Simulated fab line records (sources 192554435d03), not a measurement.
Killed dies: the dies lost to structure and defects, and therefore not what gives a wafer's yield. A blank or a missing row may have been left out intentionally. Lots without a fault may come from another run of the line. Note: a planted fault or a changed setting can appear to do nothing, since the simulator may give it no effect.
Split-lot study -- flow n5_finfet -- on a route of 1938 steps: 7 lots, 39 wafers read

THE SPLIT ITSELF
At N5_BEOL_M13_SPUTTER_44 (material Ta, target thk 10 nm, time 16.13 s), the setting time_s was moved away from the recipe's 16.13 s on 12 of the 39 wafers read, by -53.9% to +34.7%. All remaining wafers had this setting at the recipe value.

FROM THE SPLIT TO THE READING: what the file shows between them, 3 steps
- N5_BEOL_M13_SPUTTER_45: material Cu, target thk 80 nm, time 13.33 s
- N5_BEOL_M13_ECD_47: material Cu, target thk 936 nm
- N5_BEOL_M13_ANNEAL_48: time 90 s

THE READING
barrier_field_endpoint_s, in s, at N5_BEOL_M13_CMP_49 (polishes, stops on SiOC, t overpolish 17.1 s, target thk 420 nm). On this fab line, fault-free wafers typically give 30.7 s with a standard deviation of 0.72 s.

wafer,"tool, chamber at the split","time_s as run, s",against the recipe,"barrier_field_endpoint_s, s",against lot-mates on the recipe
L075.4,"pvd_sputter-01, -",7.43,-53.9%,23.1,-6.8
L075.1,"pvd_sputter-01, -",16.13,recipe,29.9,-
L075.2,"pvd_sputter-01, -",7.43,-53.9%,23.5,-6.4
L075.3,"pvd_sputter-01, -",7.43,-53.9%,23.6,-6.3
L075.6,"pvd_sputter-01, -",16.13,recipe,29.6,-
L075.5,"pvd_sputter-01, -",16.13,recipe,30.2,-
L079.3,"pvd_sputter-01, -",16.13,recipe,30.5,-
L079.2,"pvd_sputter-01, -",16.13,recipe,31.6,-
L079.4,"pvd_sputter-01, -",16.13,recipe,29.9,-
L079.1,"pvd_sputter-01, -",16.13,recipe,31.3,-
L079.5,"pvd_sputter-01, -",16.13,recipe,31.4,-
L079.6,"pvd_sputter-01, -",16.13,recipe,31.1,-
L082.1,"pvd_sputter-02, -",20.33,+26.0%,33.1,+3.6
L082.2,"pvd_sputter-02, -",16.13,recipe,30.0,-
L082.3,"pvd_sputter-02, -",20.33,+26.0%,33.3,+3.8
L082.4,"pvd_sputter-02, -",16.13,recipe,28.9,-
L082.5,"pvd_sputter-02, -",16.13,recipe,29.7,-
L082.6,"pvd_sputter-02, -",20.33,+26.0%,32.3,+2.8
L088.3,"pvd_sputter-01, -",16.13,recipe,30.5,-
L088.4,"pvd_sputter-01, -",16.13,recipe,31.1,-
L088.2,"pvd_sputter-01, -",16.13,recipe,30.9,-
L088.1,"pvd_sputter-01, -",12.56,-22.1%,27.9,-2.9
L088.5,"pvd_sputter-01, -",12.56,-22.1%,28.1,-2.7
L088.6,"pvd_sputter-01, -",12.56,-22.1%,27.5,-3.3
L092.3,"pvd_sputter-02, -",16.13,recipe,30.2,-
L092.2,"pvd_sputter-02, -",16.13,recipe,30.4,-
L092.4,"pvd_sputter-02, -",21.73,+34.7%,35.0,+4.5
L092.1,"pvd_sputter-02, -",21.73,+34.7%,35.3,+4.8
L092.5,"pvd_sputter-02, -",16.13,recipe,30.9,-
L092.6,"pvd_sputter-02, -",21.73,+34.7%,34.4,+3.9
L093.3,"pvd_sputter-01, -",16.13,recipe,30.7,-
L093.1,"pvd_sputter-01, -",16.13,recipe,30.0,-
L093.6,"pvd_sputter-01, -",16.13,recipe,30.5,-
L094.4,"pvd_sputter-01, -",16.13,recipe,30.9,-
L094.2,"pvd_sputter-01, -",16.13,recipe,30.3,-
L094.1,"pvd_sputter-01, -",16.13,recipe,31.5,-
L094.3,"pvd_sputter-01, -",16.13,recipe,30.8,-
L094.5,"pvd_sputter-01, -",16.13,recipe,30.9,-
L094.6,"pvd_sputter-01, -",16.13,recipe,29.6,-

FIT RESULTS
A straight line over all 39 wafers: barrier_field_endpoint_s changes by +0.124 s for each +1% of time_s; r = +0.97; the points scatter about the line by 0.64 s.
The same after taking each lot's own level away (the mean of its wafers on the recipe; 39 wafers): +0.124 s for each +1%; r = +0.99; scatter 0.45 s.
That fit puts the effect of the largest move of time_s on the reading at 6.7 s.
From 29.53 to 30.97 s: that is the span of the lots' own levels, equal to 2.0 times the standard deviation above.
So the lot-to-lot level changes the slope little: the two slopes agree.
Check: for one of the wafers moved furthest among these (-53.9%), held out of the fit, the line's prediction against its lot-mates is -6.68 s. Against them it came out at -6.8 s.

OTHER SPLITS APPLIED TO THESE WAFERS
Before the reading, these wafers also passed through other splits. Each is held against what the fit with the lots' levels taken away leaves over:
other split on the same wafers,wafers away from the commonest value,r with barrier_field_endpoint_s (lot level and that fit taken away)
N5_BEOL_M11_TRENCH_ETCH_37 time_s,9,-0.01

THE WHOLE CHAIN: every reading that the file lists as answering this split, in the file's order
step,what it does,reading,change (the file's fit),r (the file's)
N5_BEOL_M13_SPUTTER_44,"material Ta, target thk 10 nm, time 16.13 s","Ta_of_BEOL_M13_SPUTTER_44.thk_nm (the simulator's own value, which no gauge read)",+0.1 nm for each +1% of the setting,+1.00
N5_BEOL_M13_CMP_49,"polishes, stops on SiOC, t overpolish 17.1 s, target thk 420 nm",barrier_field_endpoint_s,+0.124 s for each +1% of the setting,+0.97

FILE'S OWN FIT
barrier_field_endpoint_s changes by +0.124 s for each +1% of time_s, r = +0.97.
